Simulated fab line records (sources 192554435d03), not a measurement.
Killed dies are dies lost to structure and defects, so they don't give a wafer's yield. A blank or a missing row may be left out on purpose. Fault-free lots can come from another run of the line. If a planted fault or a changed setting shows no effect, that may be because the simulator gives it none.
Matching of chambers :: flow n5 finfet :: N5_DUMMY_GATE_CMP_04 on cmp-01 has 4 sister chambers
The step polishes a-Si. 8 wafers are shown with their chamber, then 11 later ones without.

== EACH WAFER AND ITS CHAMBER ==
wafer: L081.5
chamber: 1
motor current A (A): 8.8
time to endpoint s (s): 10.5

wafer: L085.4
chamber: 1
motor current A (A): 8.9
time to endpoint s (s): 9.6

wafer: L085.5
chamber: 2
motor current A (A): 9.7
time to endpoint s (s): 9.7

wafer: L085.6
chamber: 3
motor current A (A): 11.2
time to endpoint s (s): 13.8

wafer: L089.1
chamber: 2
motor current A (A): 9.4
time to endpoint s (s): 11.5

wafer: L089.3
chamber: 3
motor current A (A): 11.4
time to endpoint s (s): 16.6

wafer: L089.4
chamber: 0
motor current A (A): 11.4
time to endpoint s (s): 17.2

wafer: L091.3
chamber: 0
motor current A (A): 11.1
time to endpoint s (s): 19.4

== WAFERS MISSING THEIR CHAMBER ==
wafer: L091.4
motor current A (A): 9.1
time to endpoint s (s): 11.7

wafer: L091.6
motor current A (A): 10.2
time to endpoint s (s): 17.9

wafer: L096.2
motor current A (A): 9.3
time to endpoint s (s): 9.1

wafer: L096.3
motor current A (A): 9.5
time to endpoint s (s): 14.6

wafer: L096.5
motor current A (A): 12.2
time to endpoint s (s): 18.0

wafer: L097.1
motor current A (A): 10.9
time to endpoint s (s): 12.8

wafer: L097.3
motor current A (A): 9.6
time to endpoint s (s): 5.7

wafer: L097.6
motor current A (A): 8.9
time to endpoint s (s): 6.7

wafer: L097.2
motor current A (A): 8.9
time to endpoint s (s): 8.7

wafer: L097.4
motor current A (A): 11.9
time to endpoint s (s): 16.4

wafer: L097.5
motor current A (A): 9.0
time to endpoint s (s): 5.0

== CHAMBER TAKEN BY EACH ==
wafer: L091.4
from the rows above: can't be placed: 1 or 2
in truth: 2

wafer: L091.6
from the rows above: can't be placed: 0 or 2 or 3
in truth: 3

wafer: L096.2
from the rows above: can't be placed: 2 or 1
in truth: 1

wafer: L096.3
from the rows above: 2
in truth: 2

wafer: L096.5
from the rows above: can't be placed: 0 or 3
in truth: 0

wafer: L097.1
from the rows above: can't be placed: 3 or 0
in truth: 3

wafer: L097.3
from the rows above: can't be placed: 2 or 1
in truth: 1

wafer: L097.6
from the rows above: 1
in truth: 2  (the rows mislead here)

wafer: L097.2
from the rows above: 1
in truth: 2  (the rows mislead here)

wafer: L097.4
from the rows above: can't be placed: 3 or 0
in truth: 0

wafer: L097.5
from the rows above: can't be placed: 1 or 2
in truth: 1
Correct placement for 1 of the 11. These rows do not allow placing 8 (true chamber among the candidates in 8). Number placed wrongly: 2.
How it was worked out, from the rows above alone: a wafer's distance from a chamber is the root of the sum, over the readings, of the square of ((its reading less the chamber's mean) divided by the reading's scatter). If the next closest chamber is less than 2 further off than the closest, the wafer can't be placed; otherwise it belongs to the closest. For every chamber, the mean is computed from those of its wafers that are shown. The scatter: the root of (the sum of the squares of (reading less its chamber's mean) over the shown wafers, divided by (wafers less chambers)).
